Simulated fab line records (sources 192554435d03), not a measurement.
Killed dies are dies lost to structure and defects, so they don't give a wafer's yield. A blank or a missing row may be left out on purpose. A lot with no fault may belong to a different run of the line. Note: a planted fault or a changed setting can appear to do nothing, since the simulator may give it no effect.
Struck lot and sound lot, side by side	flow n5 finfet	43 out of 1938 route steps
Sound: the wafers L110.2, L110.3, L110.6. Wafers L111.2, L111.3, L111.5 were the ones struck. The cause is named last.
Per side, at each step with rows, come the tool, then ch with its chambers, and then its first start. Under that, the readings that differ: sound wafers	struck wafers	difference of the means	sigmas: that difference in standard deviations of wafers without a fault.
alike: a reading whose means differ by less than 2 such deviations, as well as words and numbers matching on both sides. not compared: withheld readings; readings where some wafer has no value; bounds like >300 that might hide an equal value; numbers whose values overlap and for which the record gives no deviation.
The two part at a step that has a row with sigmas, a row that says differs or no value, or rows on one side only. Numbers that don't overlap but have no deviation are shown without sigmas and don't part them. Lack of a reading on every wafer of one side parts them only where that side has two or more wafers.

first, 4 steps without rows for these wafers: N5_BEOL_M1_SOFTBAKE_23 (time 60 s); N5_BEOL_M1_EXPOSE_25 (exposes mask V0, defocus 5 nm, target cd 24 nm); N5_BEOL_M1_PEB_26 (peb time 60 s); N5_BEOL_M1_DEVELOP_27 (develop time 30 s).
N5_BEOL_M1_CD_MEAS_28: target cd y 23.3 nm.
  sound on cd sem-01 ch 0, day 6 23:26; struck on cd sem-01 ch 0, day 6 20:28
  alike: cd nm
N5_BEOL_M1_OVL_MEAS_29:
  sound on overlay-02 ch 0, day 6 23:28; struck on overlay-01 ch 0, day 6 20:29
  alike: V0_OVL
N5_BEOL_M1_INSPECT_30: inspects for defects (brightfield).
  sound on defect inspect-01, day 6 23:31; struck on defect inspect-01, day 6 20:32
  alike: raw defect count
N5_BEOL_M1_DESCUM_33: chemistry O2, time 7 s.
  sound on rie diel-02 ch 0,1,2, day 6 23:47; struck on rie diel-05 ch 0,2, day 6 20:35
  alike: drypump motor current A, oes product au, rf fwd power W, rf vpp V, showerhead plenum p Torr, throttle valve pct
  not compared: rf hours counter h
N5_BEOL_M1_ETCH_77: etches underlayer in N2/H2, target depth 6.5 nm, time 5.2 s.
  sound on rie diel-02 ch 0,1,2, day 6 23:49; struck on rie diel-05 ch 0,2, day 6 20:37
reading	sound	struck	difference	sigmas
rf vpp V (V)	530.6 521.4 529.5	521.4 523.5 518.6	-6.0	-2
  alike: bias w, drypump motor current A, etch rf on time s, oes product au, rf fwd power W, showerhead plenum p Torr, throttle valve pct
  not compared: rf hours counter h
N5_BEOL_M1_ETCH_69: etches SiARC in CF4, target depth 15.6 nm, time 26 s.
  sound on rie diel-02 ch 0,1,2, day 6 23:50; struck on rie diel-05 ch 0,2, day 6 20:38
  alike: bias w, drypump motor current A, etch rf on time s, oes product au, rf fwd power W, rf vpp V, showerhead plenum p Torr, throttle valve pct
  not compared: rf hours counter h
then, 2 steps without rows for these wafers: N5_BEOL_M1_ALD_98 (deposits SiO2, target thk 2.5 nm, pulse time 1 s, co reactant pulse time 1 s); N5_BEOL_M1_ETCHBACK_99 (etches SiO2 in CHF3, target depth 5 nm, time 10.4 s).
N5_BEOL_M1_ETCH_70: etches SOC in N2/H2, target depth 80 nm, overetch 16 nm, time 120 s.
  sound on rie diel-02 ch 0,2, day 7 08:58; struck on rie diel-05 ch 1,2,3, day 6 21:41
reading	sound	struck	difference	sigmas
oes product au (a.u.)	0.62 0.73 0.73	0.56 0.50 0.57	-0.15	-3
model.etch.depth nm (nm)	60.12 59.95 59.91	56.67 55.84 55.73	-3.91	
model.SiARC_of_BEOL_M1_COAT_68.thk nm (nm)	6.6 6.4 6.4	8.6 8.8 8.8	+2.3	
  alike: bias w, drypump motor current A, rf fwd power W, rf vpp V, showerhead plenum p Torr, throttle valve pct
  not compared: rf hours counter h
then, 2 steps without rows for these wafers: N5_BEOL_M1_STRIP_71 (strips in N2/H2); N5_BEOL_M1_STRIP_78 (strips in N2/H2).
N5_BEOL_M1_VIA_ETCH_34: etches the open film in C4F6/O2, target depth 67.8 nm, time 64.4 s.
  sound on rie diel-02 ch 0,2, day 7 09:04; struck on rie diel-05 ch 1,2,3, day 6 21:47
reading	sound	struck	difference	sigmas
oes_o_777_au (a.u.)	0.81 0.95 0.95	0.76 0.69 0.77	-0.16	-2
oes product au (a.u.)	0.81 0.96 0.96	0.75 0.68 0.77	-0.18	-2
model.BEOL_M1.cd nm (nm)	18.2 18.2 18.4	17 16.8 16.6	-1	
  alike: bias w, drypump motor current A, rf fwd power W, rf vpp V, showerhead plenum p Torr, throttle valve pct
  not compared: rf hours counter h
then, 5 steps without rows for these wafers: N5_BEOL_M1_STRIP_83 (strips in C4F6/O2); N5_BEOL_M1_STRIP_36 (strips in N2/H2); N5_BEOL_M1_TRENCH_ETCH_37 (etches SiOC in C4F6/O2, target depth 55.207 nm, time 29 s); N5_BEOL_M1_ETCH_41 (etches SiCN in CH3F/O2, target depth 31.9 nm, time 57.8 s); N5_BEOL_M1_STRIP_97 (strips in N2/H2, time 10 s).
N5_BEOL_M1_OCD_MEAS_38:
  sound on ocd-02, day 7 09:19; struck on ocd-01, day 6 22:03
  alike: trench depth nm
then, 4 steps without rows for these wafers: N5_BEOL_M1_HM_STRIP_39 (strips TiN in peroxide tin strip, target depth 25 nm, time 158 s); N5_BEOL_M1_SRD_40 (time 30 s); N5_BEOL_M1_PRECLEAN_42 (cleans in residue remover, time 60 s); N5_BEOL_M1_SRD_43 (time 30 s).
N5_BEOL_M1_CD_MEAS_35: target cd 18 nm, target cd y 21 nm.
  sound on cd sem-03, day 7 09:28; struck on cd sem-01, day 6 22:13
  alike: cd nm
then, 7 steps without rows for these wafers: N5_BEOL_M1_DEGAS_44 (time 60 s); N5_BEOL_M1_PRE_CLEAN_45 (time 30 s); N5_BEOL_M1_ALD_84 (deposits TaN, pulse time 2 s, purge time 3 s, co reactant purge time 2 s); N5_BEOL_M1_SURFACE_TREAT_85; N5_BEOL_M1_CVD_47 (deposits Co from CCTBA/H2, target thk 3 nm, time 223.8 s); N5_BEOL_M1_SPUTTER_48 (material Cu, target thk 4.5 nm, time 8.29 s); N5_BEOL_M1_ANNEAL_49 (time 240 s).
N5_BEOL_M1_SPUTTER_79: material Cu, target thk 4.5 nm, time 8.29 s.
  sound on pvd sputter-03, day 7 10:52; struck on pvd sputter-02, day 6 23:21
  alike: throttle valve pct
N5_BEOL_M1_ANNEAL_80: time 240 s.
  sound on pvd sputter-03, day 7 10:56; struck on pvd sputter-02, day 6 23:26
  alike: heater power w
then, 6 steps without rows for these wafers: N5_BEOL_M1_SPUTTER_81 (material Cu, target thk 4.5 nm, time 8.29 s); N5_BEOL_M1_ANNEAL_82 (time 240 s); N5_BEOL_M1_SPUTTER_86 (material Cu, target thk 4.5 nm, time 8.29 s); N5_BEOL_M1_ANNEAL_87 (time 240 s); N5_BEOL_M1_SPUTTER_88 (material Cu, target thk 4.5 nm, time 8.29 s); N5_BEOL_M1_ANNEAL_89 (time 240 s).
N5_BEOL_M4_RC_MEAS_101:
  sound on prober-01 ch 0, day 9 02:55; struck on prober-02 ch 0, day 8 06:45
  alike: DIBL_N, DIBL_P, IOFF_N, IOFF_P, ION_N, ION_P, SS_N, SS_P, VT_N, VT_P
  not compared: CHAIN_V0_max_site

WHERE THEY PART
Last at N5_BEOL_M1_VIA_ETCH_34 as far as this record goes, first at N5_BEOL_M1_ETCH_77. Later steps at which nothing parts them and some readings are alike: N5_BEOL_M1_OCD_MEAS_38, N5_BEOL_M1_CD_MEAS_35, N5_BEOL_M1_SPUTTER_79, N5_BEOL_M1_ANNEAL_80, N5_BEOL_M4_RC_MEAS_101.

WHY: the cause the simulator had injected
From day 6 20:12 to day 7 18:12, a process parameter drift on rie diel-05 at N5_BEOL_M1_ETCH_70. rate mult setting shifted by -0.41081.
